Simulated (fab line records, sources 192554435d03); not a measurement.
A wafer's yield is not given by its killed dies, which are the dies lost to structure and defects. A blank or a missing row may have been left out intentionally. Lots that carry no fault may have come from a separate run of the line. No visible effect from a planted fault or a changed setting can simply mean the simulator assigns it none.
fab line records    flow n5_finfet    part 1 of 2: steps 1 to 23 of 29
record: lots: 5  wafers: 15  last_day: 16
route steps=1938 shown BEOL_M14@1763 BEOL_M15@1773
lots that met no fault: taken from a fault-free run of the same line
start_h: the number of hours between the record's first day and the start of the first shown wafer of the lot    wait_h: hours elapsed since this lot's preceding step    " the same as in the row above    L1.1+2: a row that stands for several wafers    - no value present, or no start provided    * or withheld: withheld    < > ~ a bound
route shown NAME@n: a module of which the file shows steps, and the number in the route of the first    usual: average and standard deviation across the fault-free wafers    same: alike in all rows    chamber/n: place in a boat    sites: each site's reading    _std_site: their standard deviation    _edge_site: inner sites' mean taken away from outer sites' mean    radius_mm: how far each site lies from the wafer's centre    mask NAME#n: copy n    behind: the tool/chamber that last shaped the wafer    hold: what put the lot on hold/how long, in hours/how the hold closed    device: the n, p or np transistor that did not switch    end of line: the route-end tests of the same wafers    step lacking rows: just its recipe    killed: the dies lost at the first sort to structure and to defects; this is not the yield of the wafer    map: dies across one wafer; x = killed, . = not, _ = none there
set.NAME: the run value of the setting; set.NAME@STEP: its run value at that earlier step    model.NAME: the simulator's own value behind a step, which no gauge read
a table for each step, a row for each wafer; lots at some steps of the route
services: when a tool's chamber went out of use (start_h, in hours from the record's first day, below 0 if earlier), for how many hours, and the reason
== steps ==
step: N5_BEOL_M14_SPUTTER_44
recipe: material: Ta  target_thk_a: 150  temp_c: 50  bias_v: 80  power_w: 15000  chamber_pressure_pa: 0.07  time_s: 24.19
usual: substrate_temp_c: 50.00/0.12  throttle_valve_pct: 29.7/1.4
lot.wafer  tool            chamber  start_h  wait_h  substrate_temp_c  throttle_valve_pct
L075.1     pvd_sputter-03  -        252.95   0.0     50.09             30.5
L075.4     "               -        "        "       50.13             31.2
L075.6     "               -        "        "       50.01             31.0
L083.1     pvd_sputter-03  -        290.65   0.0     49.79             31.2
L083.4     "               -        "        "       50.05             30.7
L083.5     "               -        "        "       50.10             30.6
L090.1     pvd_sputter-01  -        329.97   0.0     50.08             30.3
L090.4     "               -        "        "       50.15             26.4
L090.6     "               -        "        "       49.95             27.9
L094.2     pvd_sputter-02  -        356.20   0.0     50.18             31.2
L094.3     "               -        "        "       49.95             29.4
L094.4     "               -        "        "       50.13             29.3
L096.3     pvd_sputter-01  -        369.63   0.0     50.07             26.7
L096.4     "               -        "        "       50.13             29.5
L096.5     "               -        "        "       50.16             29.6
step: N5_BEOL_M14_SPUTTER_45
recipe: material: Cu  target_thk_a: 1000  temp_c: -20  bias_v: 60  power_w: 26000  chamber_pressure_pa: 0.13  time_s: 16.67
usual: chuck_sensor_temp_C: -16.0/0.44  substrate_temp_c: -20.01/0.1  throttle_valve_pct: 29.7/1.4
lot.wafer  tool            chamber  start_h  wait_h  chuck_sensor_temp_C  substrate_temp_c  throttle_valve_pct
L075.1     pvd_sputter-03  -        253.03   0.0     -15.6                -19.94            30.6
L075.4     "               -        "        "       -16.4                -20.15            30.9
L075.6     "               -        "        "       -15.9                -20.04            31.2
L083.1     pvd_sputter-03  -        290.73   0.0     -15.9                -20.11            31.5
L083.4     "               -        "        "       -15.3                -20.09            30.6
L083.5     "               -        "        "       -15.6                -20.04            30.6
L090.1     pvd_sputter-01  -        330.05   0.0     -16.2                -19.90            30.5
L090.4     "               -        "        "       -15.6                -19.93            26.8
L090.6     "               -        "        "       -16.6                -19.95            27.8
L094.2     pvd_sputter-02  -        356.28   0.0     -16.4                -20.18            30.9
L094.3     "               -        "        "       -15.2                -20.01            29.6
L094.4     "               -        "        "       -16.6                -20.03            29.4
L096.3     pvd_sputter-01  -        369.71   0.0     -15.5                -20.11            26.7
L096.4     "               -        "        "       -15.5                -19.88            29.5
L096.5     "               -        "        "       -15.6                -19.95            29.6
step: N5_BEOL_M14_ECD_47
recipe: material: Cu  target_thk_a: 12480
lot.wafer   tool       chamber  start_h  wait_h
L075.1+4+6  ecd_cu-01  1,0,1    253.15   0.1
L083.1+4+5  ecd_cu-01  1,1,0    290.84   0.1
L090.1+4+6  ecd_cu-02  1,0,1    330.17   0.1
L094.2+3+4  ecd_cu-01  0,0,1    356.39   0.1
L096.3+4+5  ecd_cu-01  0,1,0    369.88   0.1
step: N5_BEOL_M14_ANNEAL_48
recipe: temp_c: 225  time_s: 90  ambient: N2
usual: wafer_temp_C_max: 225.74/0.27
lot.wafer  tool           chamber  start_h  wait_h  wafer_temp_C_max
L075.1     rtp_anneal-02  0        253.34   0.1     225.43
L075.4     "              0        "        "       225.70
L075.6     "              0        "        "       225.85
L083.1     rtp_anneal-02  0        291.15   0.3     225.94
L083.4     "              0        "        "       226.05
L083.5     "              0        "        "       226.17
L090.1     rtp_anneal-02  0        330.41   0.2     225.99
L090.4     "              0        "        "       225.89
L090.6     "              0        "        "       226.27
L094.2     rtp_anneal-01  0        356.63   0.2     225.30
L094.3     "              0        "        "       225.99
L094.4     "              0        "        "       225.47
L096.3     rtp_anneal-01  0        370.50   0.6     225.57
L096.4     "              0        "        "       225.36
L096.5     "              0        "        "       225.30
step: N5_BEOL_M14_CMP_49
recipe: stop_on: SiO2  t_overpolish_s: 5.2  down_force_psi: 2  platen_rpm: 80  clearing_platen_down_force_psi: 2  clearing_platen_rpm: 80  post_cmp_clean: cu_alkaline  target_thk_nm: 560  clearing_platen_pad_velocity_m_s: 1.5917  pad_velocity_m_s: 1.5917
usual: barrier_field_endpoint_s: 11.37/0.24  clearing_platen_down_force_psi: 2.000/0.0039  head_pressure_psi: 2.000/0.005  motor_current_A: 8.4/1  overpolish_run_s: 5.199/0.0086  time_to_endpoint_s: 121/3.6
lot.wafer  tool    chamber  start_h  wait_h  barrier_field_endpoint_s  clearing_platen_down_force_psi  head_pressure_psi  motor_current_A  overpolish_run_s  time_to_endpoint_s
L075.4     cmp-02  2        253.64   0.1     11.91                     1.995                           1.999              7.6              5.198             132
L075.1     "       3        "        "       11.87                     2.003                           2.006              8.6              5.207             128
L075.6     "       3        "        "       11.74                     1.999                           1.997              8.3              5.195             124
L083.4     cmp-01  0        291.45   0.1     11.46                     1.997                           1.995              9.3              5.203             126
L083.1     "       3        "        "       11.23                     2.004                           1.992              7.9              5.210             118
L083.5     "       1        "        "       11.32                     1.996                           2.008              11.2             5.199             122
L090.4     cmp-02  0        330.91   0.3     11.36                     2.000                           1.999              8.8              5.203             121
L090.1     "       3        "        "       10.96                     2.002                           2.003              8.1              5.206             117
L090.6     "       1        "        "       10.85                     2.006                           2.002              8.0              5.210             114
L094.2     cmp-04  0        356.88   0.2     11.11                     2.004                           2.008              6.5              5.195             118
L094.4     "       2        "        "       11.28                     2.004                           1.999              8.2              5.195             120
L094.3     "       3        "        "       11.09                     2.001                           2.003              8.9              5.200             120
L096.4     cmp-02  1        370.79   0.2     11.16                     1.999                           1.997              8.1              5.183             115
L096.3     "       2        "        "       11.05                     2.001                           2.004              7.5              5.194             120
L096.5     "       0        "        "       11.39                     2.005                           2.000              8.5              5.198             118
step: N5_BEOL_M14_THK_MEAS_50
recipe: thk_meas_gauge: xrf  reads: Cu_of_BEOL_M14_ECD_47
usual: M14_THK: 551/8.9
lot.wafer  tool           chamber  start_h  wait_h  M14_THK[nm]
L075.1     film_metro-02  -        253.93   -       541
L075.4     "              -        "        "       551
L075.6     "              -        "        "       545
L083.1     film_metro-02  -        291.74   -       552
L083.4     "              -        "        "       541
L083.5     "              -        "        "       553
L090.1     film_metro-01  -        331.21   -       556
L090.4     "              -        "        "       556
L090.6     "              -        "        "       563
L094.2     film_metro-02  -        357.18   -       546
L094.3     "              -        "        "       534
L094.4     "              -        "        "       547
L096.3     film_metro-01  -        371.01   -       562
L096.4     "              -        "        "       555
L096.5     "              -        "        "       560
step: N5_BEOL_M14_PRE_CLEAN_52
recipe: gas: NH3  time_s: 15  temp_c: withheld  rf_power_w: 300
usual: rf_fwd_power_W: 295.6/1.6
lot.wafer  tool      chamber  start_h  wait_h  rf_fwd_power_W
L075.1     pecvd-04  1        253.97   0.0     295.4
L075.4     "         1        "        "       297.0
L075.6     "         2        "        "       296.3
L083.1     pecvd-01  2        291.78   0.0     296.8
L083.4     "         0        "        "       296.3
L083.5     "         1        "        "       292.5
L090.1     pecvd-02  1        331.25   0.0     296.6
L090.4     "         1        "        "       295.8
L090.6     "         2        "        "       294.8
L094.2     pecvd-04  1        357.21   0.0     297.3
L094.3     "         0        "        "       296.3
L094.4     "         1        "        "       295.8
L096.3     pecvd-04  0        371.06   0.0     296.9
L096.4     "         1        "        "       296.0
L096.5     "         1        "        "       295.2
step: N5_BEOL_M14_DEP_53
recipe: material: SiCN  target_thk_a: 500  temp_c: withheld  precursor: 3MS/NH3  pressure_torr: 3  rf_w: 675  time_s: 17.8
usual: rf_fwd_power_W: 667/3  showerhead_plenum_p_Torr: 4.166/0.025  showerhead_vpp_V: 1579/61  throttle_valve_pct: 18.4/1.1
lot.wafer  tool      chamber  start_h  wait_h  rf_fwd_power_W  showerhead_plenum_p_Torr  showerhead_vpp_V  throttle_valve_pct
L075.1     pecvd-04  1        253.99   0.0     669             4.177                     1517              18.2
L075.4     "         1        "        "       669             4.175                     1497              18.5
L075.6     "         2        "        "       670             4.125                     1570              18.0
L083.1     pecvd-01  2        291.80   0.0     663             4.111                     1720              16.9
L083.4     "         0        "        "       668             4.201                     1525              18.0
L083.5     "         1        "        "       661             4.154                     1606              17.2
L090.1     pecvd-02  1        331.27   0.0     670             4.158                     1660              18.8
L090.4     "         1        "        "       669             4.150                     1651              18.6
L090.6     "         2        "        "       666             4.175                     1594              17.7
L094.2     pecvd-04  1        357.25   0.0     667             4.182                     1498              18.1
L094.3     "         0        "        "       671             4.195                     1534              18.8
L094.4     "         1        "        "       668             4.186                     1476              18.5
L096.3     pecvd-04  0        371.10   0.0     670             4.188                     1539              19.2
L096.4     "         1        "        "       672             4.164                     1483              18.3
L096.5     "         1        "        "       671             4.186                     1468              18.4
step: N5_BEOL_M14_RS_MEAS_54
recipe: thk_meas_gauge: four-point-probe  reads: Cu_of_BEOL_M14_ECD_47+Ta_of_BEOL_M14_SPUTTER_44+TaN_of_BEOL_M14_SPUTTER_43
usual: M14_RS: 0.0335/0.0005
lot.wafer  tool           chamber  start_h  wait_h  M14_RS[ohm/sq]
L075.1     film_metro-01  -        254.06   0.0     0.0337
L075.4     "              -        "        "       0.0333
L075.6     "              -        "        "       0.0335
L083.1     film_metro-01  -        291.87   0.0     0.0335
L083.4     "              -        "        "       0.0339
L083.5     "              -        "        "       0.0334
L090.1     film_metro-02  -        331.34   0.0     0.0337
L090.4     "              -        "        "       0.0337
L090.6     "              -        "        "       0.0333
L094.2     film_metro-01  -        357.34   0.1     0.0337
L094.3     "              -        "        "       0.0343
L094.4     "              -        "        "       0.0337
L096.3     film_metro-01  -        371.17   0.1     0.0331
L096.4     "              -        "        "       0.0336
L096.5     "              -        "        "       0.0334
step: N5_BEOL_M14_INSPECT_55
recipe: inspect_instrument: darkfield  mode: post_dep
usual: raw_defect_count: 72/27
lot.wafer  tool               chamber  start_h  wait_h  raw_defect_count
L075.1     defect_inspect-02  -        254.09   0.0     134
L075.4     "                  -        "        "       165
L075.6     "                  -        "        "       126
L083.1     defect_inspect-01  -        291.89   0.0     44
L083.4     "                  -        "        "       96
L083.5     "                  -        "        "       53
L090.1     defect_inspect-02  -        331.36   0.0     70
L090.4     "                  -        "        "       65
L090.6     "                  -        "        "       39
L094.2     defect_inspect-02  -        357.36   0.0     35
L094.3     "                  -        "        "       45
L094.4     "                  -        "        "       46
L096.3     defect_inspect-01  -        371.20   0.0     50
L096.4     "                  -        "        "       52
L096.5     "                  -        "        "       70
step: N5_BEOL_M15_ILD_DEP_00
recipe: material: SiO2  target_thk_a: 16293  temp_c: 400  precursor: TEOS/O2  pressure_torr: 6.5  rf_w: 900  teos_flow_sccm: 161.4  gas: O2  flow_sccm: 2650  time_s: 346.1
usual: heater_power_w: 562/100  rf_fwd_power_W: 898.4/2.8  showerhead_plenum_p_Torr: 8.34/0.039  showerhead_vpp_V: 1821/75  throttle_valve_pct: 18.4/0.64
lot.wafer  tool      chamber  start_h  wait_h  heater_power_w  rf_fwd_power_W  showerhead_plenum_p_Torr  showerhead_vpp_V  throttle_valve_pct
L075.1     pecvd-03  2        254.12   0.0     451             897.1           8.35                      1887              17.9
L075.4     "         1        "        "       586             895.1           8.36                      1784              19.0
L075.6     "         2        "        "       520             894.3           8.35                      1911              17.9
L083.1     pecvd-04  2        291.93   0.0     610             898.1           8.31                      1845              18.1
L083.4     "         2        "        "       690             901.2           8.33                      1823              18.5
L083.5     "         0        "        "       521             899.7           8.37                      1785              19.4
L090.1     pecvd-04  1        331.40   0.0     763             897.8           8.39                      1734              19.0
L090.4     "         1        "        "       663             897.8           8.35                      1714              18.9
L090.6     "         2        "        "       542             897.1           8.29                      1800              18.4
L094.2     pecvd-01  2        357.40   0.0     627             902.0           8.28                      1975              17.3
L094.3     "         1        "        "       529             896.7           8.35                      1825              18.0
L094.4     "         1        "        "       427             899.2           8.34                      1846              18.2
L096.3     pecvd-03  0        371.23   0.0     430             898.7           8.35                      1815              18.2
L096.4     "         2        "        "       379             891.3           8.34                      1906              18.2
L096.5     "         0        "        "       525             900.5           8.32                      1840              18.3
step: N5_BEOL_M15_THK_MEAS_01
recipe: reads: SiO2_of_BEOL_M15_ILD_DEP_00
usual: M15_ILD_THK: 1625/19
lot.wafer  tool           chamber  start_h  wait_h  M15_ILD_THK[nm]
L075.1     film_metro-01  -        254.37   0.1     1623
L075.4     "              -        "        "       1643
L075.6     "              -        "        "       1661
L083.1     film_metro-02  -        292.18   0.1     1609
L083.4     "              -        "        "       1651
L083.5     "              -        "        "       1620
L090.1     film_metro-02  -        331.65   0.1     1607
L090.4     "              -        "        "       1644
L090.6     "              -        "        "       1640
L094.2     film_metro-02  -        357.65   0.1     1603
L094.3     "              -        "        "       1612
L094.4     "              -        "        "       1626
L096.3     film_metro-01  -        371.48   0.1     1585
L096.4     "              -        "        "       1614
L096.5     "              -        "        "       1614
step: N5_BEOL_M15_COAT_58
recipe: resist: BARC  temp_c: 205  time_s: 60  spin_rpm: 1500  resist_thk_nm: 89
usual: heater_power_total_W: 391.7/1.3
lot.wafer  tool            chamber  start_h  wait_h  heater_power_total_W
L075.1     litho_track-03  0        254.41   0.0     390.7
L075.4     "               0        "        "       391.9
L075.6     "               0        "        "       391.3
L083.1     litho_track-04  0        292.21   0.0     393.1
L083.4     "               0        "        "       392.2
L083.5     "               0        "        "       389.9
L090.1     litho_track-04  0        331.68   0.0     389.9
L090.4     "               0        "        "       393.2
L090.6     "               0        "        "       389.6
L094.2     litho_track-04  0        357.68   0.0     392.4
L094.3     "               0        "        "       390.6
L094.4     "               0        "        "       392.1
L096.3     litho_track-01  0        371.52   0.0     393.6
L096.4     "               0        "        "       390.3
L096.5     "               0        "        "       391.7
step: N5_BEOL_M15_COAT_04
recipe: spin_rpm: 1704  resist_thk_nm: 800
lot.wafer   tool            chamber  start_h  wait_h
L075.1+4+6  litho_track-03  0        -        -
L083.1+4+5  litho_track-04  0        -        -
L090.1+4+6  litho_track-04  0        -        -
L094.2+3+4  litho_track-04  0        -        -
L096.3+4+5  litho_track-01  0        -        -
step: N5_BEOL_M15_EBR_06
recipe: solvent: PGMEA  ebr_width_mm: 1.5
lot.wafer   tool            chamber  start_h  wait_h
L075.1+4+6  litho_track-03  0        -        -
L083.1+4+5  litho_track-04  0        -        -
L090.1+4+6  litho_track-04  0        -        -
L094.2+3+4  litho_track-04  0        -        -
L096.3+4+5  litho_track-01  0        -        -
step: N5_BEOL_M15_SOFTBAKE_05
recipe: temp_c: 130  time_s: 60
usual: heater_power_total_W: 218.9/1.6
lot.wafer  tool            chamber  start_h  wait_h  heater_power_total_W
L075.1     litho_track-03  0        -        -       217.5
L075.4     "               0        "        "       217.9
L075.6     "               0        "        "       219.6
L083.1     litho_track-04  0        -        -       221.2
L083.4     "               0        "        "       217.1
L083.5     "               0        "        "       219.9
L090.1     litho_track-04  0        -        -       217.2
L090.4     "               0        "        "       219.7
L090.6     "               0        "        "       217.3
L094.2     litho_track-04  0        -        -       220.5
L094.3     "               0        "        "       218.2
L094.4     "               0        "        "       219.1
L096.3     litho_track-01  0        -        -       219.2
L096.4     "               0        "        "       219.1
L096.5     "               0        "        "       218.4
step: N5_BEOL_M15_EXPOSE_07
recipe: mask_id: V14  na: 0.8  source_shape: annular  sigma_inner: 0.5  sigma_outer: 0.8  polarization: unpolarized  attpsm_phase_deg: 180  dose_mj: 41.25
usual: exposure_dose_mJ_cm2: 41.24/0.048
lot.wafer  tool            chamber  start_h  wait_h  mask   exposure_dose_mJ_cm2
L075.1     krf_scanner-01  0        254.51   -       V14#0  41.29
L075.4     "               0        "        "       V14#0  41.26
L075.6     "               0        "        "       V14#0  41.29
L083.1     krf_scanner-01  0        292.44   -       V14#0  41.16
L083.4     "               0        "        "       V14#0  41.17
L083.5     "               0        "        "       V14#0  41.24
L090.1     krf_scanner-01  0        331.91   -       V14#0  41.33
L090.4     "               0        "        "       V14#0  41.29
L090.6     "               0        "        "       V14#0  41.28
L094.2     krf_scanner-02  0        357.91   -       V14#0  41.21
L094.3     "               0        "        "       V14#0  41.23
L094.4     "               0        "        "       V14#0  41.20
L096.3     krf_scanner-01  0        371.63   -       V14#0  41.14
L096.4     "               0        "        "       V14#0  41.18
L096.5     "               0        "        "       V14#0  41.21
step: N5_BEOL_M15_PEB_08
recipe: peb_temp_c: 130  peb_time_s: 90
usual: heater_power_total_W: 172.5/0.81
lot.wafer  tool            chamber  start_h  wait_h  heater_power_total_W
L075.1     litho_track-01  0        254.57   0.1     172.3
L075.4     "               0        "        "       172.9
L075.6     "               0        "        "       171.7
L083.1     litho_track-04  0        292.49   0.1     171.7
L083.4     "               0        "        "       173.2
L083.5     "               0        "        "       172.2
L090.1     litho_track-01  0        331.96   0.1     172.2
L090.4     "               0        "        "       172.8
L090.6     "               0        "        "       174.0
L094.2     litho_track-04  0        357.96   0.0     172.3
L094.3     "               0        "        "       173.9
L094.4     "               0        "        "       173.0
L096.3     litho_track-04  0        371.67   0.0     173.4
L096.4     "               0        "        "       173.0
L096.5     "               0        "        "       172.1
step: N5_BEOL_M15_DEVELOP_09
recipe: develop_time_s: 45  rinse_liquid: diw  dry: air_spin  dev_temp_c: 21
lot.wafer   tool            chamber  start_h  wait_h
L075.1+4+6  litho_track-01  0        -        -
L083.1+4+5  litho_track-04  0        -        -
L090.1+4+6  litho_track-01  0        -        -
L094.2+3+4  litho_track-04  0        -        -
L096.3+4+5  litho_track-04  0        -        -
step: N5_BEOL_M15_HARDBAKE_14
recipe: temp_c: 130  time_s: 120
usual: heater_power_total_W: 148.1/0.89
lot.wafer  tool            chamber  start_h  wait_h  heater_power_total_W
L075.1     litho_track-01  0        -        -       146.7
L075.4     "               0        "        "       149.1
L075.6     "               0        "        "       148.6
L083.1     litho_track-04  0        -        -       149.1
L083.4     "               0        "        "       149.1
L083.5     "               0        "        "       147.2
L090.1     litho_track-01  0        -        -       147.3
L090.4     "               0        "        "       147.3
L090.6     "               0        "        "       148.0
L094.2     litho_track-04  0        -        -       147.5
L094.3     "               0        "        "       146.5
L094.4     "               0        "        "       148.8
L096.3     litho_track-04  0        -        -       148.5
L096.4     "               0        "        "       147.1
L096.5     "               0        "        "       147.1
step: N5_BEOL_M15_CD_MEAS_10
recipe: target_cd_nm: 360  landing_energy_ev: 500  detector: se_inlens  polarity: opening
usual: cd_nm: 360.3/1
same: landing_energy_ev: 500
lot.wafer  tool       chamber  start_h  wait_h  cd_nm
L075.1     cd_sem-02  0        254.68   -       360.1
L075.4     "          0        "        "       360.9
L075.6     "          0        "        "       363.2
L083.1     cd_sem-01  0        292.61   -       359.7
L083.4     "          0        "        "       359.3
L083.5     "          0        "        "       360.6
L090.1     cd_sem-03  0        332.08   -       359.9
L090.4     "          0        "        "       361.7
L090.6     "          0        "        "       360.6
L094.2     cd_sem-02  0        358.08   -       361.7
L094.3     "          0        "        "       362.2
L094.4     "          0        "        "       362.0
L096.3     cd_sem-01  0        371.79   -       358.7
L096.4     "          0        "        "       359.6
L096.5     "          0        "        "       359.1
step: N5_BEOL_M15_OVL_MEAS_11
recipe: points_per_wafer: 44
usual: V14_OVL: 0/5.7
lot.wafer  tool        chamber  start_h  wait_h  V14_OVL[nm]
L075.1     overlay-02  0        254.71   0.0     -3
L075.4     "           0        "        "       -4
L075.6     "           0        "        "       -2
L083.1     overlay-02  0        292.64   0.0     -12
L083.4     "           0        "        "       -6
L083.5     "           0        "        "       -12
L090.1     overlay-01  0        332.11   0.0     -2
L090.4     "           0        "        "       0
L090.6     "           0        "        "       0
L094.2     overlay-02  0        358.11   0.0     7
L094.3     "           0        "        "       12
L094.4     "           0        "        "       11
L096.3     overlay-01  0        371.82   0.0     -11
L096.4     "           0        "        "       0
L096.5     "           0        "        "       -6
step: N5_BEOL_M15_INSPECT_12
recipe: mode: adi  inspect_instrument: macro
usual: raw_defect_count: 2.0/1.5
lot.wafer  tool               chamber  start_h  wait_h  raw_defect_count
L075.1     defect_inspect-02  -        254.73   0.0     1
L075.4     "                  -        "        "       7
L075.6     "                  -        "        "       2
L083.1     defect_inspect-01  -        292.66   0.0     2
L083.4     "                  -        "        "       5
L083.5     "                  -        "        "       5
L090.1     defect_inspect-02  -        332.13   0.0     3
L090.4     "                  -        "        "       4
L090.6     "                  -        "        "       4
L094.2     defect_inspect-02  -        358.13   0.0     1
L094.3     "                  -        "        "       3
L094.4     "                  -        "        "       0
L096.3     defect_inspect-01  -        371.84   0.0     3
L096.4     "                  -        "        "       1
L096.5     "                  -        "        "       2
